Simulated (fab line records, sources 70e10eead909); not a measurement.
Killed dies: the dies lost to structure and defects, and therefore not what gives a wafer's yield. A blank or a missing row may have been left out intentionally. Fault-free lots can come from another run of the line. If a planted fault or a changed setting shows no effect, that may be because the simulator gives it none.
A struck lot beside a sound one / flow nandHarc / 15 steps out of a route of 1159
Sound: the wafers L381.1, L381.3, L381.5. Wafers struck: L387.1, L387.5, L387.6. The cause is named last.
For every step that has rows: the tool of each side, followed by ch and its chambers, followed by its first start. Under that, the readings that differ: sound wafers / struck wafers / difference of the means / sigmas: that difference in standard deviations of wafers without a fault.
alike: readings whose means differ by less than 2 such deviations, and words and numbers that are the same on both sides. not compared: withheld readings, readings that some wafer has no value for, bounds like >300 that may hide the same value, and numbers for which the record gives no deviation and whose values overlap.
Wherever a step has rows on one side only, a row that says differs or no value, or a row with sigmas, the two part there. When numbers do not overlap yet have no deviation, they are printed without sigmas and do not part them. Lack of a reading on every wafer of one side parts them only where that side has two or more wafers.

first, 1 step without rows for these wafers: NHARC_A_ONON_D1_DEP_12 (target thk 1000 nm).
NHARC_A_ONON_D1_THK_MEAS_14: measures by ellipsometry.
  sound: filmMetro-01 at day 8 07:15; struck: filmMetro-01 at day 9 23:57
reading=thkNm (nm); sound=987 985 985; struck=1013 1014 1012; difference=+27; sigmas=+2
then, 2 steps without rows for these wafers: NHARC_A_ONON_D1_ANNEAL_15 (time 3600 s); NHARC_A_ONON_D1_DEP_16 (target thk 1000 nm).
NHARC_A_ONON_D1_THK_MEAS_18: measures by ellipsometry.
  sound: filmMetro-01 at day 8 14:23; struck: filmMetro-01 at day 10 06:05
  alike: thkNm
then, no rows for these wafers at 1 step: NHARC_A_ONON_D1_DEP_19 (target thk 1000 nm).
NHARC_A_ONON_D1_THK_MEAS_21: measures by ellipsometry.
  sound: filmMetro-01 at day 8 14:57; struck: filmMetro-01 at day 10 06:40
  alike: thkNm
then, no rows for these wafers at 1 step: NHARC_A_ONON_D1_DEP_22 (target thk 1000 nm).
NHARC_A_ONON_D1_THK_MEAS_24: measures by ellipsometry.
  sound: filmMetro-01 at day 8 15:31; struck: filmMetro-01 at day 10 07:14
  alike: thkNm
then, no rows for these wafers at 1 step: NHARC_A_ONON_D1_DEP_25 (target thk 1000 nm).
NHARC_A_ONON_D1_THK_MEAS_27: measures by ellipsometry.
  sound: filmMetro-01 at day 8 16:05; struck: filmMetro-01 at day 10 07:49
  alike: thkNm
NHARC_A_ONON_D1_DEP_28: target thk 1000 nm.
  sound on pecvdOnon-03 ch 0, day 8 16:08; struck on pecvdOnon-02 ch 0, day 10 07:52
NHARC_A_ONON_D1_THK_MEAS_30: measures by ellipsometry.
  sound: filmMetro-01 at day 8 16:39; struck: filmMetro-01 at day 10 08:23
reading=thkNm (nm); sound=986 986 987; struck=1592 1591 1591; difference=+605; sigmas=+65
NHARC_A_ONON_D1_DEP_33: deposits SiO2, target thk 200 nm.
  sound on pecvd-03 ch 0,1,2, day 8 16:43; struck on pecvd-01 ch 0,2, day 10 08:34
  alike: heaterPowerW, throttleValvePct
-- the record jumps here: 12 days lie between the struck wafers' starts before and after (it left off in module A_ONON_D1 and takes up again in module END, whose first step shown is number 1159 of the route) --
NHARC_END_SORT_01:
  only the struck wafers appear in the record here, on prober-02 ch 0 at day 22 14:10; the sound ones have no rows

WHERE THEY PART
Last at NHARC_END_SORT_01 as far as this record goes, first at NHARC_A_ONON_D1_THK_MEAS_14.

WHY: what the simulator had put in
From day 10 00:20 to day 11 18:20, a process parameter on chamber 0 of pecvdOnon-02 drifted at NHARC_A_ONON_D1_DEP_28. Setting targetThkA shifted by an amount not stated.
